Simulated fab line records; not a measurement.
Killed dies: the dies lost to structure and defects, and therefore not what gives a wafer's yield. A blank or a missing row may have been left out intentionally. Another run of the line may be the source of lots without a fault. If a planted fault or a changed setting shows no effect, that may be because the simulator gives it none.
One fault through the eyes of 2 desks | flow n5-finfet | every desk sees just its own numbers, and what lay behind them comes last

== FROM THE METROLOGY DESK ==
Means of the sampled wafers that have a number, per lot and without regard to the tool the lot ran on: this is what the gauges read. If a lot's mean is further than 4 standard deviations from the usual mean, the lot is out of limits and carries the mark OUT (the distance appears in the brackets).
Columns: A = cd-nm at N5_BEOL_M9_CD_MEAS_35, usual 69.5 nm
lot  | first seen here | A
L164 | day 10 04:21    | 69.4
L166 | day 11 02:08    | 69.6
L167 | day 11 09:17    | 69.5
L169 | day 11 21:41    | 69.6
L173 | day 12 21:46    | 70.2
L172 | day 12 22:05    | 69.8
L178 | day 14 05:04    | 69.2
L182 | day 15 14:10    | 68.9
L181 | day 16 02:04    | 69.1
L184 | day 16 05:02    | 69.0
L185 | day 17 01:35    | 69.0
Finding of this desk: none of the 11 lots has anything out of limits.

== THE TOOL OWNER'S DESK: rie-diel-04 ==
The tool's own readings at N5_BEOL_M9_TRENCH_ETCH_37 (etches SiCOH lowk in C4F6/O2, target depth 151.43 nm, time 49 s): means of the sampled wafers that have a number, for each lot that ran on this tool. If a lot's mean is further than 4 standard deviations from the usual mean, the lot is out of limits and carries the mark OUT (the distance appears in the brackets).
Columns: A = drypump-motor-current-A at N5_BEOL_M9_TRENCH_ETCH_37, usual 5.6 A; B = oes-product-au at N5_BEOL_M9_TRENCH_ETCH_37, usual 0.76 a.u.; C = rf-vpp-V at N5_BEOL_M9_TRENCH_ETCH_37, usual 665 V; D = run-length-s at N5_BEOL_M9_TRENCH_ETCH_37, usual 72.2 s; E = showerhead-plenum-p-Torr at N5_BEOL_M9_TRENCH_ETCH_37, usual 2.85 Torr; F = throttle-valve-pct at N5_BEOL_M9_TRENCH_ETCH_37, usual 20.98 %
lot  | first seen here | A   | B    | C   | D               | E    | F
L166 | day 11 01:49    | 6.1 | 0.72 | 664 | 72.4            | 2.80 | 21.09
L169 | day 11 21:21    | 5.6 | 0.82 | 657 | 72.2            | 2.83 | 21.05
L173 | day 12 21:19    | 6.2 | 0.72 | 677 | 73.6            | 2.83 | 21.09
L172 | day 12 21:45    | 5.8 | 0.73 | 660 | 74.3 (+4.5) OUT | 2.83 | 21.18
L178 | day 14 04:44    | 6.3 | 0.81 | 679 | 74.1            | 2.94 | 20.86
L185 | day 17 01:15    | 6.2 | 0.83 | 668 | 72.5            | 2.96 | 20.86
Finding of this desk: L172 out of limits; the first was L172 at day 12 21:45, on run-length-s at N5_BEOL_M9_TRENCH_ETCH_37. L166, L169, L173, L178, L185: within limits.

== PUT TOGETHER ==
The tool owner's desk had the chance to raise an alarm at day 12 21:45 on L172.
The metrology desk saw nothing out of limits.
The metrology desk holds a record of L172, inside its limits.
The lots listed all ran N5_BEOL_M9_TRENCH_ETCH_37 on rie-diel-04.

== WHAT HAD BEEN PUT IN BY THE SIMULATOR ==
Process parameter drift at N5_BEOL_M9_TRENCH_ETCH_37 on rie-diel-04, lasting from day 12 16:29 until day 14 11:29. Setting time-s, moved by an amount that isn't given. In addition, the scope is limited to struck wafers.
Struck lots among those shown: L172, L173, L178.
Delay in hours, fault start to first out-of-limits reading, by desk: the tool owner's desk at 5.
